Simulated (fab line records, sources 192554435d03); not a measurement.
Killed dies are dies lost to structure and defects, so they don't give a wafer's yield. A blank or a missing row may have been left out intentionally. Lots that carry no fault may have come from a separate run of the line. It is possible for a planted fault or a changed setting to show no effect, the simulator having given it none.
Split-lot study    flow n5_finfet    21 wafers read from 7 lots, route of 1938 steps

ON THE SPLIT
At N5_BEOL_M7_VIA_ETCH_34 (etches SiCOH lowk in C4F6/O2, target depth 125.5 nm, time 50.5 s), the setting source_w was moved away from the recipe's 345 W on 8 of the 21 wafers read, by -15.4% to +10.4%. This setting was run at the recipe's value on the other wafers.

The reading comes from the split's own step.

THE READING
rf_vpp_V, in V, at N5_BEOL_M7_VIA_ETCH_34 (etches SiCOH lowk in C4F6/O2, target depth 125.5 nm, time 50.5 s). Typical for fault-free wafers on this fab line: 670 V, with standard deviation 14 V.

wafer   tool, chamber at the split  source_w as run, W  against the recipe  rf_vpp_V, V  against lot-mates on the recipe
L076.1  rie_diel-04, 1              345                 recipe              650          -
L076.4  rie_diel-04, 0              345                 recipe              678          -
L076.5  rie_diel-04, 3              380.9               +10.4%              633          -31
L075.2  rie_diel-04, 0              345                 recipe              678          -
L075.3  rie_diel-04, 3              345                 recipe              664          -
L075.4  rie_diel-04, 0              345                 recipe              679          -
L078.1  rie_diel-02, 3              345                 recipe              643          -
L078.4  rie_diel-02, 0              345                 recipe              668          -
L078.6  rie_diel-02, 2              345                 recipe              675          -
L084.1  rie_diel-04, 2              345                 recipe              689          -
L084.2  rie_diel-04, 0              312.1               -9.5%               726          +37
L084.5  rie_diel-04, 0              312.1               -9.5%               726          +37
L090.1  rie_diel-06, 1              295.8               -14.3%              732          +60
L090.2  rie_diel-06, 2              345                 recipe              669          -
L090.4  rie_diel-06, 3              345                 recipe              676          -
L094.1  rie_diel-04, 1              292                 -15.4%              707          +41
L094.3  rie_diel-04, 3              345                 recipe              666          -
L094.5  rie_diel-04, 2              292                 -15.4%              751          +85
L095.1  rie_diel-06, 2              360.7               +4.6%               653          -19
L095.2  rie_diel-06, 0              360.7               +4.6%               648          -24
L095.6  rie_diel-06, 3              345                 recipe              672          -

THE FIT
A straight line over all 21 wafers: rf_vpp_V changes by -4.25 V for each +1% of source_w; r = -0.91; the points scatter about the line by 13 V.
The same after taking each lot's own level away (the mean of its wafers on the recipe; 21 wafers): -3.96 V for each +1%; r = -0.93; scatter 11 V.
The reading moves by 61 V for the largest change in source_w, on that fit.
Measured against the standard deviation above, the lots' own levels, which go from 662.0 to 689.0 V, span 1.9 times it.
So the lot-to-lot level changes the slope little: the two slopes agree.
Check: with one of the wafers moved furthest among these (-15.4%) left out of the fit, the line predicts +67.7 V for it against its lot-mates. It came out at +41 V against them.
Tool readings at the split's step, against how far the setting was moved: rf_vpp_V r = -0.91.

OTHER SPLITS ON THESE WAFERS
Other splits were also applied to these wafers ahead of the reading. Each is held against what the fit with the lots' levels taken away leaves over:
other split on the same wafers  wafers away from the commonest value  r with rf_vpp_V (lot level and that fit taken away)
N5_BEOL_M7_PECVD_70 temp_c      9                                     -0.22
N5_BEOL_M7_DESCUM_33 time_s     5                                     +0.02

THE FILE'S OWN FIT
rf_vpp_V changes by -3.94 V for each +1% of source_w, r = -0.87.
